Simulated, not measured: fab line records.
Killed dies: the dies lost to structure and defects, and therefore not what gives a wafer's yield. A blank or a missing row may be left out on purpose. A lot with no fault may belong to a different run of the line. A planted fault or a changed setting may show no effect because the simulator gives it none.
Matching of chambers + flow nand harc + NHARC_A_STAIRCASE_TRIM_196 on rie diel-01: 4 sister chambers
The step chemistry O2, time 211.2 s. 36 wafers are shown with their chamber, then 12 later ones without.

WAFERS WITH THEIR CHAMBER
| wafer  | chamber | showerhead plenum p Torr (Torr) | drypump motor current A (A) | oes product au (a.u.) |
|--------|---------|---------------------------------|-----------------------------|-----------------------|
| L074.1 | 0       | 3.68                            | 5.8                         | 0.982                 |
| L074.4 | 2       | 3.59                            | 4.8                         | 0.996                 |
| L074.5 | 1       | 3.35                            | 5.5                         | 0.993                 |
| L078.3 | 0       | 3.67                            | 5.8                         | 1.002                 |
| L078.4 | 2       | 3.58                            | 4.8                         | 0.990                 |
| L078.5 | 0       | 3.67                            | 5.8                         | 0.988                 |
| L080.1 | 1       | 3.35                            | 5.5                         | 0.992                 |
| L080.2 | 2       | 3.58                            | 4.8                         | 0.991                 |
| L080.3 | 3       | 3.68                            | 5.2                         | 0.990                 |
| L079.2 | 1       | 3.34                            | 5.5                         | 0.998                 |
| L079.3 | 2       | 3.58                            | 4.9                         | 0.996                 |
| L079.5 | 2       | 3.58                            | 4.8                         | 1.002                 |
| L084.2 | 3       | 3.68                            | 5.2                         | 0.991                 |
| L084.3 | 1       | 3.34                            | 5.5                         | 0.999                 |
| L084.5 | 1       | 3.34                            | 5.5                         | 0.988                 |
| L084.1 | 2       | 3.58                            | 4.8                         | 0.994                 |
| L084.4 | 0       | 3.67                            | 5.8                         | 0.989                 |
| L084.6 | 2       | 3.58                            | 4.8                         | 0.990                 |
| L083.2 | 0       | 3.67                            | 5.8                         | 0.984                 |
| L083.4 | 1       | 3.34                            | 5.5                         | 0.984                 |
| L083.5 | 2       | 3.57                            | 4.8                         | 0.988                 |
| L085.2 | 3       | 3.67                            | 5.1                         | 1.002                 |
| L085.4 | 1       | 3.34                            | 5.5                         | 1.004                 |
| L085.5 | 1       | 3.34                            | 5.5                         | 1.000                 |
| L085.1 | 2       | 3.57                            | 4.8                         | 1.005                 |
| L085.3 | 0       | 3.66                            | 5.8                         | 1.000                 |
| L085.6 | 2       | 3.57                            | 4.9                         | 1.004                 |
| L090.1 | 0       | 3.66                            | 5.8                         | 0.987                 |
| L090.3 | 3       | 3.67                            | 5.2                         | 1.002                 |
| L090.6 | 2       | 3.57                            | 4.9                         | 0.999                 |
| L091.2 | 2       | 3.57                            | 4.8                         | 0.998                 |
| L091.4 | 3       | 3.67                            | 5.2                         | 1.001                 |
| L091.6 | 1       | 3.33                            | 5.5                         | 0.995                 |
| L092.2 | 2       | 3.57                            | 4.8                         | 0.994                 |
| L092.3 | 3       | 3.67                            | 5.2                         | 0.999                 |
| L092.6 | 2       | 3.57                            | 4.8                         | 0.998                 |

SIGNATURES (means of the wafers above)
| reading                  | chamber 0 | chamber 1 | chamber 2 | chamber 3 | scatter within a chamber |
|--------------------------|-----------|-----------|-----------|-----------|--------------------------|
| showerhead plenum p Torr | 3.6686    | 3.3411    | 3.5757    | 3.6733    | 0.00625                  |
| drypump motor current A  | 5.800     | 5.500     | 4.821     | 5.183     | 0.0316                   |
| oes product au           | 0.99029   | 0.99478   | 0.99607   | 0.99750   | 0.0061                   |
Rule: distance of a wafer from a chamber = root of the sum over the readings of ((wafer's reading minus chamber's mean) / reading's scatter) squared. The wafer belongs to the nearest chamber; if the next one is less than 2 further off, it can't be placed. The scatter is the square root of a quotient: the sum, over the shown wafers, of each reading's squared deviation from its chamber's mean, divided by wafers minus chambers.

WAFERS WITHOUT THEIR CHAMBER
| wafer  | showerhead plenum p Torr (Torr) | drypump motor current A (A) | oes product au (a.u.) |
|--------|---------------------------------|-----------------------------|-----------------------|
| L094.4 | 3.66                            | 5.8                         | 0.993                 |
| L094.5 | 3.66                            | 5.8                         | 0.996                 |
| L094.6 | 3.33                            | 5.5                         | 0.990                 |
| L095.1 | 3.56                            | 4.8                         | 0.995                 |
| L095.3 | 3.67                            | 5.2                         | 0.991                 |
| L095.4 | 3.33                            | 5.5                         | 0.997                 |
| L095.2 | 3.66                            | 5.8                         | 0.989                 |
| L095.5 | 3.67                            | 5.2                         | 0.997                 |
| L095.6 | 3.66                            | 5.8                         | 0.999                 |
| L096.3 | 3.56                            | 4.8                         | 1.007                 |
| L096.4 | 3.65                            | 5.8                         | 0.999                 |
| L096.5 | 3.65                            | 5.8                         | 0.996                 |

THE CHAMBER EACH PASSED THROUGH
| wafer  | from the rows above | in truth |
|--------|---------------------|----------|
| L094.4 | 0                   | 0        |
| L094.5 | 0                   | 0        |
| L094.6 | 1                   | 1        |
| L095.1 | 2                   | 2        |
| L095.3 | 3                   | 3        |
| L095.4 | 1                   | 1        |
| L095.2 | 0                   | 0        |
| L095.5 | 3                   | 3        |
| L095.6 | 0                   | 0        |
| L096.3 | 2                   | 2        |
| L096.4 | 0                   | 0        |
| L096.5 | 0                   | 0        |
12 of 12 placed correctly. Can't be placed from these rows: 0. Number placed wrongly: 0.
